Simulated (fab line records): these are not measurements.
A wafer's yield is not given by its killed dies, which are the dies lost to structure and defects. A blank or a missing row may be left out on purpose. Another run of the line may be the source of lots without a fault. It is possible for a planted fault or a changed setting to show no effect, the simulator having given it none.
fab line records ; flow n5_finfet
record lots=4; wafers=12; last_day=17
route steps=1938 shown MOL_CONTACT_COAG@625 BEOL_M0_SAQP@632 BEOL_M4@1111
lots that met no fault: from a run of the same line without faults
start_h: the number of hours between the record's first day and the start of the first shown wafer of the lot ; wait_h: hours since the lot's step before ; " the same as in the row above ; L1.1+2: a single row standing in for several wafers ; - value missing, or start not given ; * or withheld: withheld ; < > ~ a bound
route shown NAME@n: names a module that has steps shown in the file, with the first one's number in the route ; usual: average and standard deviation across the fault-free wafers ; same: alike in all rows ; chamber/n: place in a boat ; sites: per-site readings ; _std_site: standard deviation across them ; _edge_site: outer sites' mean less inner sites' ; radius_mm: for every site, how far away it sits from the centre of the wafer ; mask NAME#n: copy n ; behind: the tool/chamber that last shaped the wafer ; hold: the reason the lot was held/the length of the hold in hours/how it ended ; device: the n, p or np transistor that did not switch ; end of line: the tests these same wafers got at the end of their route ; step lacking rows: just its recipe ; killed: dies lost to structure and defects at the first sort, not the wafer's yield ; map: a wafer's dies, marking killed ones x, the rest . and places with no die _
set.NAME: the run value of the setting; set.NAME@STEP: its run value at that earlier step ; model.NAME: the simulator's own value behind a step, which no gauge read
certain route steps with their lots: each step a table, each wafer a row
services: the hour from which a tool's chamber was out of use, counted from the record's first day as start_h (under 0 if before that day), plus the number of hours and why
## steps
# step N5_MOL_CONTACT_COAG_PRECLEAN_127
# recipe chemistry=DIW; time_s=57.5; temp_c=23
# step N5_MOL_CONTACT_COAG_SRD_128
# recipe dry_time_s=32; dry=n2_spin; spin_rpm=1500
# step N5_MOL_CONTACT_COAG_CMP_52
# recipe stop_on=SiO2; t_overpolish_s=1.5; post_cmp_clean=w_dilute_nh4oh; down_force_psi=4; platen_rpm=50.289; pad_velocity_m_s=1.0006; target_thk_nm=66.5
# step N5_MOL_CONTACT_COAG_ANNEAL_112
# recipe temp_c=400; time_s=1800; ambient=HPD2; pressure_atm=10
# step N5_BEOL_M0_SAQP_PECVD_00
# recipe material=SiCN; target_thk_a=80; temp_c=withheld; precursor=3MS/NH3; pressure_torr=3; rf_w=202; time_s=14
# step N5_BEOL_M0_SAQP_ILD_DEP_01
# recipe material=SiOC; target_thk_a=454.19; temp_c=350; precursor=DEMS/O2; pressure_torr=5; rf_w=500; time_s=8.7
# step N5_BEOL_M0_SAQP_HM_DEP_02
# recipe material=TiN; target_thk_a=120; temp_c=25; chamber_pressure_pa=0.49996
# step N5_BEOL_M0_SAQP_PECVD_03
# recipe material=SiCN; target_thk_a=120; temp_c=withheld; precursor=3MS/NH3; pressure_torr=3; rf_w=202; time_s=21.1
# step N5_BEOL_M0_SAQP_PECVD_96
# recipe material=a-Si; target_thk_a=450; temp_c=350; precursor=SiH4/He; pressure_torr=3; rf_w=100; time_s=45.2
# step N5_BEOL_M0_SAQP_PECVD_97
# recipe material=SiNx; target_thk_a=230; temp_c=350; precursor=SiH4/NH3/N2; pressure_torr=1.5; rf_w=300; time_s=19.9
# usual heater_power_outer_w=305/46; heater_power_w=554/68; showerhead_plenum_p_Torr=5.17/0.065; throttle_valve_pct=40.1/1.9
lot.wafer;tool;chamber;start_h;wait_h;heater_power_outer_w;heater_power_w;showerhead_plenum_p_Torr;throttle_valve_pct;model.SiNx_of_BEOL_M0_SAQP_PECVD_97.thk_nm
L105.1;pecvd-03;1;152.15;0.0;327;577;5.29;37.9;23.2
L105.2;pecvd-03;2;152.15;0.0;319;574;5.19;39.4;23.4
L105.5;pecvd-03;2;152.15;0.0;309;554;5.19;39.2;23.8
L106.1;pecvd-03;1;163.31;0.0;351;616;5.29;37.7;17.2
L106.3;pecvd-03;2;163.31;0.0;313;580;5.18;39.4;23.4
L106.6;pecvd-03;2;163.31;0.0;309;550;5.17;39.2;23.4
L111.1;pecvd-03;2;192.17;0.0;275;525;5.18;39.7;17.8
L111.2;pecvd-03;0;192.17;0.0;322;578;5.08;40.8;23
L111.4;pecvd-03;0;192.17;0.0;313;585;5.09;40.4;17.8
L118.2;pecvd-02;0;234.05;0.0;386;629;5.09;40.3;22.8
L118.5;pecvd-02;0;234.05;0.0;373;633;5.09;40.5;23.6
L118.6;pecvd-02;1;234.05;0.0;347;619;5.12;38.6;23.2
# step N5_BEOL_M0_SAQP_PECVD_04
# recipe material=a-Si; target_thk_a=600; temp_c=350; precursor=SiH4/He; pressure_torr=3; rf_w=100; time_s=60.2
# step N5_BEOL_M0_SAQP_HM_DEP_111
# recipe material=SiO2; target_thk_a=120; temp_c=400; precursor=SiH4/N2O; pressure_torr=0.75; rf_w=275; time_s=7.2
# step N5_BEOL_M0_SAQP_COAT_81
# recipe resist=SOC; temp_c=250; time_s=60; spin_rpm=1500; resist_thk_nm=100
# step N5_BEOL_M0_SAQP_COAT_82
# recipe resist=SiARC; temp_c=220; time_s=60; spin_rpm=1500; resist_thk_nm=30
# step N5_BEOL_M0_SAQP_COAT_08
# recipe resist=CAR-ArF; spin_rpm=1500; resist_thk_nm=90
# step N5_BEOL_M0_SAQP_EBR_10
# recipe solvent=PGMEA; ebr_width_mm=1.5
# step N5_BEOL_M0_SAQP_SOFTBAKE_09
# recipe temp_c=110; time_s=60; resist=CAR-ArF
# step N5_BEOL_M0_SAQP_EXPOSE_11
# recipe mask_id=M0_CORE; na=1.35; source_shape=dipole; sigma_inner=0.538; sigma_outer=0.738; polarization=te; target_cd_nm=42; dose_mj=55
# step N5_BEOL_M0_SAQP_PEB_12
# recipe peb_temp_c=withheld; peb_time_s=60; resist=CAR-ArF
# step N5_BEOL_M0_SAQP_DEVELOP_13
# recipe develop_time_s=30; developer=TMAH; resist=CAR-ArF; dev_temp_c=23; rinse_liquid=diw; dry=air_spin
# step N5_BEOL_M0_SAQP_DESCUM_19
# recipe chemistry=O2; time_s=7.9; source_power_w=50; bias_power_w=20; pressure_mtorr=20; rf_frequency_hz=2.712e+07; temp_c=40; resist=CAR-ArF; o2_flow_sccm=225
# step N5_BEOL_M0_SAQP_ETCH_83
# recipe chemistry=CF4; target=SiARC; target_depth_a=390; mask_material=CAR-ArF; time_s=65; ion_energy_ev=80; pressure_mtorr=40; source_w=545; bias_w=36; Ar_flow_sccm=100; cf4_flow_sccm=100; ends=cleared
# step N5_BEOL_M0_SAQP_ETCH_84
# recipe chemistry=N2/H2; target=SOC; target_depth_a=1000; overetch_a=200; mask_material=SiARC; temp_c=40; time_s=150; ion_energy_ev=200; pressure_mtorr=30; source_w=840; bias_w=150; n2_flow_sccm=200; h2_flow_sccm=200
# step N5_BEOL_M0_SAQP_STRIP_80
# recipe chemistry=N2/H2; temp_c=40; n2_flow_sccm=200; h2_flow_sccm=200; rf_frequency_hz=6e+07
# step N5_BEOL_M0_SAQP_HM_OPEN_112
# recipe chemistry=CHF3/O2; target=SiO2; stop_on=a-Si; target_depth_a=120; over_etch_frac=1.25; mask_material=SOC; time_s=13.5; pressure_mtorr=30; source_w=650; bias_w=170; Ar_flow_sccm=200; CHF3_flow_sccm=50; O2_flow_sccm=5; ion_energy_ev=200; ends=end_point
# step N5_BEOL_M0_SAQP_STRIP_113
# recipe chemistry=CHF3/O2; resist=SiARC; rf_frequency_hz=6e+07
# step N5_BEOL_M0_SAQP_MANDREL_ETCH_20
# recipe target_depth_a=600; chemistry=HBr/Cl2; target=a-Si; stop_on=SiNx; bt_time_s=10; mask_material=SOC; over_etch_frac=0.5; time_s=30; pressure_mtorr=10; icp_w=800; bias_w=75; HBr_flow_sccm=150; Cl2_flow_sccm=80; ends=end_point
# step N5_BEOL_M0_SAQP_STRIP_86
# recipe chemistry=N2/H2; power_w=500; temp_c=40; pressure_mtorr=50; rf_frequency_hz=6e+07; overash_fraction=0.3; bias_power_w=28; h2_frac=0.5; n2_flow_sccm=300; h2_flow_sccm=300
# step N5_BEOL_M0_SAQP_STRIP_115
# recipe chemistry=post_etch_residue_remover; time_s=60; temp_c=25; remover_ph=withheld; remover_water_wt_pct=withheld; remover_fluoride_wt_pct=withheld
# step N5_BEOL_M0_SAQP_SRD_93
# recipe dry=ipa_marangoni; time_s=30; temp_c=23; rinse_liquid=diw
# step N5_BEOL_M0_SAQP_RECESS_114
# recipe chemistry=HF/NH3; target=SiO2; target_depth_a=144; afs_cycles=3; temp_c=30; sublimation_temp_c=180; sublimation_time_s=60
# step N5_BEOL_M0_SAQP_SPACER1_ALD_98
# recipe material=SiO2; target_thk_a=128; temp_c=300; ald_precursor_family=BDEAS; ald_co_reactant=O2-plasma; pulse_time_s=1; purge_time_s=2; co_reactant_purge_time_s=2; ald_cycles=138; pressure_torr=2
# step N5_BEOL_M0_SAQP_SPACER1_ETCHBACK_99
# recipe chemistry=CHF3/O2; mode=anisotropic_etchback; target=SiO2; target_depth_a=154; time_s=7.7; pressure_mtorr=30; source_w=650; bias_w=170; Ar_flow_sccm=200; CHF3_flow_sccm=50; O2_flow_sccm=5; ion_energy_ev=200
# step N5_BEOL_M0_SAQP_MANDREL1_REMOVE_100
# recipe chemistry=HBr/Cl2/O2; bt_time_s=10; target=a-Si; stop_on=SiNx; endpoint=OES-SiCl; over_etch_frac=0.85; icp_w=600; bias_w=30; HBr_flow_sccm=150; Cl2_flow_sccm=80; O2_flow_sccm=5; pressure_mtorr=10
# step N5_BEOL_M0_SAQP_ETCH_106
# recipe chemistry=N2/H2; target=SOC; target_depth_a=1500; stop_on=SiNx; ion_energy_ev=100; bias_w=61; pressure_mtorr=30; source_w=850; n2_flow_sccm=200; h2_flow_sccm=200
# usual bias_w=61.01/0.16; drypump_motor_current_A=5.6/0.5; n2_flow_sccm=200.0/0.62; oes_product_au=0.77/0.069; rf_vpp_V=241.2/1.5; showerhead_plenum_p_Torr=2.59/0.1; throttle_valve_pct=17.92/0.19
lot.wafer;tool;chamber;start_h;wait_h;bias_w;drypump_motor_current_A;n2_flow_sccm;oes_product_au;rf_hours_counter_h;rf_vpp_V;showerhead_plenum_p_Torr;throttle_valve_pct;model.SiNx_of_BEOL_M0_SAQP_PECVD_97.thk_nm
L105.1;rie_diel-03;0;155.17;-;61.01;5.3;200.7;0.74;172;240.6;2.52;17.98;15.4
L105.2;rie_diel-03;3;155.17;-;60.82;5.8;199.8;0.77;102;242.9;2.68;17.91;15.8
L105.5;rie_diel-03;3;155.17;-;60.97;5.9;200.7;0.77;-;242.6;2.68;17.90;16.2
L106.1;rie_diel-03;1;166.29;-;60.98;5.2;199.4;0.73;150;241.7;2.53;18.08;9.6
L106.3;rie_diel-03;0;166.29;-;61.51;5.3;199.3;0.73;175;240.7;2.52;17.97;15.8
L106.6;rie_diel-03;0;166.29;-;61.09;5.4;199.3;0.73;-;241.2;2.52;17.99;15.8
L111.1;rie_diel-02;3;195.38;-;61.05;5.6;200.5;0.84;58;242.6;2.67;17.62;10
L111.2;rie_diel-02;0;195.38;-;61.13;5.3;200.1;0.73;173;241.2;2.55;18.23;15.4
L111.4;rie_diel-02;1;195.38;-;60.69;4.9;200.9;0.70;207;239.0;2.41;17.47;10.2
L118.2;rie_diel-03;0;237.03;-;61.32;5.3;200.1;0.72;192;241.5;2.51;17.99;15
L118.5;rie_diel-03;1;237.03;-;60.97;5.2;198.3;0.72;-;240.5;2.53;18.11;16
L118.6;rie_diel-03;0;237.03;-;61.05;5.3;200.2;0.72;-;239.9;2.51;18.01;15.4
# step N5_BEOL_M4_RC_MEAS_101
# usual DIBL_N=35.9/1.9; DIBL_P=35.8/2.4; IOFF_N=0.15/0.031; IOFF_P=0.21/0.037; ION_N=672/13; ION_P=462/8.3; SS_N=71.5/0.72; SS_P=73.2/0.67; VT_N=250/3.4; VT_P=-250/3.4
lot.wafer;tool;chamber;start_h;wait_h;DIBL_N[mV/V];DIBL_P[mV/V];IOFF_N[nA/um];IOFF_P[nA/um];ION_N[uA/um];ION_P[uA/um];SS_N[mV/dec];SS_P[mV/dec];VT_N[mV];VT_P[mV]
L105.1;prober-02;0;205.25;0.0;35.2;35.0;0.14;0.16;668;451;72.1;72.8;253;-255
L105.2;prober-02;0;205.25;0.0;35.7;36.2;0.15;0.18;663;458;72.5;74.0;250;-255
L105.5;prober-02;0;205.25;0.0;36.9;37.3;0.16;0.19;686;464;71.8;73.7;248;-255
L106.1;prober-02;0;220.45;0.0;37.5;36.5;0.15;0.21;667;460;71.7;73.7;253;-251
L106.3;prober-02;0;220.45;0.0;34.5;33.5;0.11;0.18;659;462;70.8;72.1;256;-251
L106.6;prober-02;0;220.45;0.0;36.7;35.5;0.14;0.20;666;460;71.6;72.9;251;-251
L111.1;prober-01;0;261.27;0.0;34.7;34.6;0.13;0.17;683;461;71.6;72.8;251;-254
L111.2;prober-01;0;261.27;0.0;35.5;34.5;0.13;0.17;672;453;71.2;72.5;253;-254
L111.4;prober-01;0;261.27;0.0;35.3;35.2;0.12;0.18;668;458;71.0;73.2;254;-255
L118.2;prober-02;0;310.43;0.2;36.9;39.3;0.16;0.22;676;461;71.9;73.3;252;-251
L118.5;prober-02;0;310.43;0.2;37.1;39.7;0.17;0.23;689;464;71.8;73.2;246;-249
L118.6;prober-02;0;310.43;0.2;35.9;38.9;0.14;0.22;675;464;72.0;73.0;252;-250
## services
tool;chamber;start_h;hours;kind
pecvd-02;1;130.41;2.1;scheduled_down
rie_diel-03;-;138.91;0.2;repair
rie_diel-03;2;153.41;8.3;repair
rie_diel-03;1;168.76;2.7;repair
pecvd-02;1;178.29;16.5;scheduled_down
rie_diel-03;0;215.28;6.4;repair
pecvd-02;0;216.74;2.1;scheduled_down
pecvd-02;-;228.51;0.7;repair
## key
first_sign none at tools or gauges
model_effect step=N5_BEOL_M0_SAQP_PECVD_97; value=SiNx_of_BEOL_M0_SAQP_PECVD_97.thk_nm; without=23.2; struck=17.6
model_effect step=N5_BEOL_M0_SAQP_ETCH_106; value=SiNx_of_BEOL_M0_SAQP_PECVD_97.thk_nm; without=15.53; struck=9.933
met_at N5_BEOL_M0_SAQP_PECVD_97
struck_wafers L106.1,L111.1,L111.4
onset_between 152.15 163.31
fault kind=process_parameter_drift; tool=pecvd-03; chamber=-; onset_h=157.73; steps=N5_BEOL_M0_SAQP_PECVD_97; channel=time_s; offset=*; shape=step; end_h=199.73; scope=struck_wafers_only; acts_in=*; stated=*
